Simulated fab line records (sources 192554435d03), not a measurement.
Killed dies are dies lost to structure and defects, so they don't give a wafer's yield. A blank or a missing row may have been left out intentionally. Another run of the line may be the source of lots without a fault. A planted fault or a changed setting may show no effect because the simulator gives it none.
Which tool was responsible? + flow n5 finfet + Sampling: 6 lots, 18 wafers, 4 of 1938 route steps

## WHAT THE GAUGES SHOWED, per wafer
N5_BEOL_M14_CD_MEAS_10 targets a cd of 250 nm.
| lot  | measured     | on        | cd nm (nm)        |
|------|--------------|-----------|-------------------|
| L538 | day 11 11:46 | cd sem-01 | 249.6 250.3 250.3 |
| L547 | day 12 19:47 | cd sem-03 | 251.2 248.7 249.4 |
| L550 | day 14 03:58 | cd sem-02 | 252.1 250.4 250.6 |
| L557 | day 15 11:00 | cd sem-03 | 253.0 250.5 252.0 |
| L559 | day 16 08:29 | cd sem-02 | 249.5 248.6 248.2 |
| L561 | day 16 13:57 | cd sem-01 | 251.0 248.6 250.4 |

## EACH LOT AND THE TOOL THAT RAN IT (in order: tool; ch and the chambers of the sampled wafers; start)
| lot  | N5_BEOL_M13_SPUTTER_45       | N5_BEOL_M13_ANNEAL_48            | N5_BEOL_M14_COAT_58               |
|------|------------------------------|----------------------------------|-----------------------------------|
| L538 | pvd sputter-02, day 11 09:34 | rtp anneal-02 ch 0, day 11 10:37 | litho track-04 ch 0, day 11 11:29 |
| L547 | pvd sputter-01, day 12 18:07 | rtp anneal-02 ch 0, day 12 18:29 | litho track-04 ch 0, day 12 19:23 |
| L550 | pvd sputter-03, day 14 02:16 | rtp anneal-01 ch 0, day 14 02:33 | litho track-05 ch 0, day 14 03:34 |
| L557 | pvd sputter-03, day 15 09:26 | rtp anneal-01 ch 0, day 15 09:46 | litho track-01 ch 0, day 15 10:43 |
| L559 | pvd sputter-03, day 16 06:53 | rtp anneal-01 ch 0, day 16 07:10 | litho track-01 ch 0, day 16 08:10 |
| L561 | pvd sputter-01, day 16 11:42 | rtp anneal-01 ch 0, day 16 12:43 | litho track-04 ch 0, day 16 13:40 |
- N5_BEOL_M13_SPUTTER_45: material Cu, target thk 80 nm, time 13.33 s.
- N5_BEOL_M13_ANNEAL_48: time 90 s.
- N5_BEOL_M14_COAT_58: time 60 s, resist thk 89 nm.

## THE ANSWER, worked out from the rows above alone
Rule: the usual values come from the lots themselves. The widest of any qualifying gaps counts: lots, ordered by their means at a reading, are off when they make up no more than a third of the lots, leave a main group of 4 or more, and stand apart from it by 3 or more times the standard deviation of that group's means. A main group is skipped when, at the precision printed for the reading in the tables above, its means are all equal. Also off: a lot with no number at a reading for which 4 or more lots have one. All remaining lots with rows at the step are treated as sound.
Across all readings shown, no lot is off: no conclusion can be drawn from this.

## WHAT THE SIMULATOR PUT IN
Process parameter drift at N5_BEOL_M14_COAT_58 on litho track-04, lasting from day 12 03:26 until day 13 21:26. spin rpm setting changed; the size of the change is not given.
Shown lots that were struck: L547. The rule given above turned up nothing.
